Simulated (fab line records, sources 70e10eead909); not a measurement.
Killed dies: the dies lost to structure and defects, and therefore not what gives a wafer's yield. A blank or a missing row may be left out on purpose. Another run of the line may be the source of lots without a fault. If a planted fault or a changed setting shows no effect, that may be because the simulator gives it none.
The tool behind it: which one?	flow nand_harc	Sampling: 6 lots, 18 wafers, 3 of 1159 route steps

WHAT THE GAUGES READ, wafer by wafer
NHARC_P_M0_CD_MEAS_09: target cd 90 nm.
lot	measured	on	cd_nm (nm)
L484	day 6 07:17	cd_sem-02	90.8 89.8 91.6
L486	day 6 14:47	cd_sem-03	90.2 91.3 91.0
L490	day 7 15:59	cd_sem-02	90.7 90.4 90.3
L492	day 8 01:09	cd_sem-01	95.8 96.8 95.0
L497	day 9 05:25	cd_sem-02	90.7 90.4 90.2
L506	day 11 13:00	cd_sem-01	90.4 90.5 89.9

WHICH TOOL RAN EACH LOT (tool, then ch and the chambers of the sampled wafers, then the start)
lot	NHARC_P_CONTACT_PVD_32	NHARC_P_M0_PEB_07
L484	pvd_sputter-01, day 6 07:12 or earlier	litho_track-04 ch 0, day 6 07:12
L486	pvd_sputter-02, day 6 14:42 or earlier	litho_track-06 ch 0, day 6 14:42
L490	pvd_sputter-02, day 7 15:55 or earlier	litho_track-01 ch 0, day 7 15:55
L492	pvd_sputter-03, day 8 01:04 or earlier	litho_track-04 ch 0, day 8 01:04
L497	pvd_sputter-01, day 9 05:20 or earlier	litho_track-06 ch 0, day 9 05:20
L506	pvd_sputter-03, day 11 12:55 or earlier	litho_track-06 ch 0, day 11 12:55
- NHARC_P_CONTACT_PVD_32: deposits Ti, target thk 5 nm, time 17.7 s.
- NHARC_P_M0_PEB_07: peb time 65 s.

THE ANSWER, worked out from the rows above alone
Rule: the usual values come from the lots themselves. Put in order of their means at a reading, lots are off if they are a third of the lots or fewer, leave a main group of 4 or more, and stand apart from it by a gap of 3 or more times the standard deviation of the main group's means; of several such gaps the widest counts. A main group whose means are all the same, to the digits that the tables above print for the reading, isn't used. Also off: a lot with no number at a reading for which 4 or more lots have one. All remaining lots with rows at the step are treated as sound.
Off at NHARC_P_M0_CD_MEAS_09 (cd_nm): L492. Mean 90.5 nm and standard deviation 0.21 in the main group.
If a tool, at a process step before that reading, ran all the lots that are off and no sound lot after the first of them, it fits. Those tools and the gauges at NHARC_P_M0_CD_MEAS_09 are tried in the same way. Because NHARC_P_CONTACT_PVD_32 lacks a start for some lots, the hours and order of its lots are taken from NHARC_P_M0_PEB_07. One fits: litho_track-04 at NHARC_P_M0_PEB_07. Its last sound lot is L484 (day 6 07:12), its first lot that is off L492 (day 8 01:04): a fault that began between those two fits.

WHAT HAD BEEN PUT IN BY THE SIMULATOR
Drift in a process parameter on litho_track-04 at NHARC_P_M0_PEB_07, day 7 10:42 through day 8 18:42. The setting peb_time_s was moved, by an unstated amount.
Shown lots that were struck: L492. The rule above reached the same finding.
